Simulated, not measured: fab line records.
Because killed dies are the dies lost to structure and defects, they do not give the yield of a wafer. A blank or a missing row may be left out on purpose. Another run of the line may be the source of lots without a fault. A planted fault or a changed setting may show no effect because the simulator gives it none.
Chamber matching	flow n5Finfet	N5_BEOL_M8_STRIP_19 on rieDiel-03 has 4 sister chambers
The step strips in O2. 22 wafers are shown with their chamber, then 11 later ones without.

WAFERS PAIRED WITH THEIR CHAMBERS
wafer	chamber	showerheadPlenumPTorr (Torr)	throttleValvePct (%)	oesProductAu (a.u.)
L075.1	1	2.25	16.40	0.88
L075.2	2	2.01	16.78	0.75
L075.6	0	2.03	16.80	0.75
L081.1	3	2.19	16.51	0.77
L081.3	0	2.03	16.82	0.74
L081.6	0	2.03	16.84	0.74
L084.1	2	2.00	16.80	0.72
L084.5	1	2.24	16.44	0.83
L084.6	2	2.00	16.82	0.72
L086.1	1	2.24	16.45	0.83
L086.2	3	2.19	16.56	0.76
L086.4	2	2.00	16.83	0.72
L085.1	2	2.00	16.84	0.72
L085.4	3	2.19	16.54	0.76
L085.5	2	2.00	16.82	0.70
L093.2	0	2.02	16.87	0.72
L093.3	3	2.19	16.57	0.75
L093.5	2	2.00	16.84	0.70
L089.1	0	2.02	16.87	0.73
L089.3	3	2.19	16.57	0.76
L089.4	1	2.23	16.49	0.82
L092.4	1	2.23	16.48	0.82

SIGNATURES, as means of the wafers listed above
reading	chamber 0	chamber 1	chamber 2	chamber 3	scatter within a chamber
showerheadPlenumPTorr	2.0260	2.2380	2.0014	2.1900	0.00519
throttleValvePct	16.8400	16.4520	16.8186	16.5500	0.0283
oesProductAu	0.7360	0.8360	0.7186	0.7600	0.0165
Rule: for each reading, subtract the chamber's mean from the wafer's reading, divide by that reading's scatter and square the result; add these up over the readings and take the root, which gives the wafer's distance from the chamber. If the next closest chamber is less than 2 further off than the closest, the wafer can't be placed; otherwise it belongs to the closest. The scatter: take each reading less its chamber's mean, square it, sum over the shown wafers, divide by the number of wafers less the number of chambers, and take the root.

WAFERS WITHOUT THEIR CHAMBER
wafer	showerheadPlenumPTorr (Torr)	throttleValvePct (%)	oesProductAu (a.u.)
L092.5	2.18	16.57	0.75
L092.6	2.02	16.87	0.72
L094.1	2.23	16.50	0.82
L094.2	2.00	16.85	0.72
L094.3	2.02	16.86	0.72
L096.1	2.23	16.50	0.80
L096.5	1.99	16.87	0.70
L096.6	2.23	16.49	0.81
L097.1	2.01	16.91	0.71
L097.3	2.18	16.59	0.74
L097.5	2.18	16.62	0.75

CHAMBER TAKEN BY EACH
wafer	from the rows above	in truth
L092.5	3	3
L092.6	0	0
L094.1	1	1
L094.2	2	2
L094.3	0	0
L096.1	1	1
L096.5	2	2
L096.6	1	1
L097.1	can't be placed: 2 or 0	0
L097.3	3	3
L097.5	3	3
Correctly placed: 10 of 11. Unplaceable from these rows: 1, with the true chamber sitting among the candidates in 1. Number placed wrongly: 0.
